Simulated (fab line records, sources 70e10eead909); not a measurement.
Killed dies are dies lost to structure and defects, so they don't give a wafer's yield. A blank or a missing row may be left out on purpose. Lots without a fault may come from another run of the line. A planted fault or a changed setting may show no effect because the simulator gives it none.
Chamber matching | flow nand_harc | NHARC_A_CONTACT_DEP_29 on pecvd-03: 3 sister chambers
The step deposits SiON, target thk 100 nm. 6 wafers are shown with their chamber, then 7 later ones without.

WAFERS WITH THEIR CHAMBER
wafer  | chamber | showerhead_vpp_V (V) | heater_power_w (W)
L078.3 | 1       | 1094                 | 773
L082.1 | 2       | 1156                 | 849
L082.2 | 0       | 1191                 | 683
L082.5 | 0       | 1162                 | 713
L084.2 | 2       | 1170                 | 786
L084.4 | 1       | 1100                 | 732

WAFERS WITHOUT THEIR CHAMBER
wafer  | showerhead_vpp_V (V) | heater_power_w (W)
L084.6 | 1184                 | 772
L089.1 | 1084                 | 829
L089.2 | 1155                 | 841
L089.6 | 1090                 | 677
L097.1 | 1158                 | 855
L097.2 | 1183                 | 679
L097.5 | 1173                 | 689

WHICH CHAMBER EACH WENT THROUGH
wafer  | from the rows above     | in truth
L084.6 | can't be placed: 2 or 0 | 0
L089.1 | 1                       | 1
L089.2 | 2                       | 2
L089.6 | 1                       | 1
L097.1 | 2                       | 2
L097.2 | 0                       | 0
L097.5 | 0                       | 0
Placed correctly: 6 of 7. Can't be placed from these rows: 1 (the true chamber is among the candidates in 1). Placed wrongly: 0.
How it was worked out, from the rows above alone: a wafer's distance from a chamber is the root of the sum, over the readings, of the square of ((its reading less the chamber's mean) divided by the reading's scatter). The wafer belongs to the nearest chamber; if the next one is less than 2 further off, it can't be placed. A chamber's mean is the mean of its shown wafers. The scatter: the root of (the sum of the squares of (reading less its chamber's mean) over the shown wafers, divided by (wafers less chambers)).
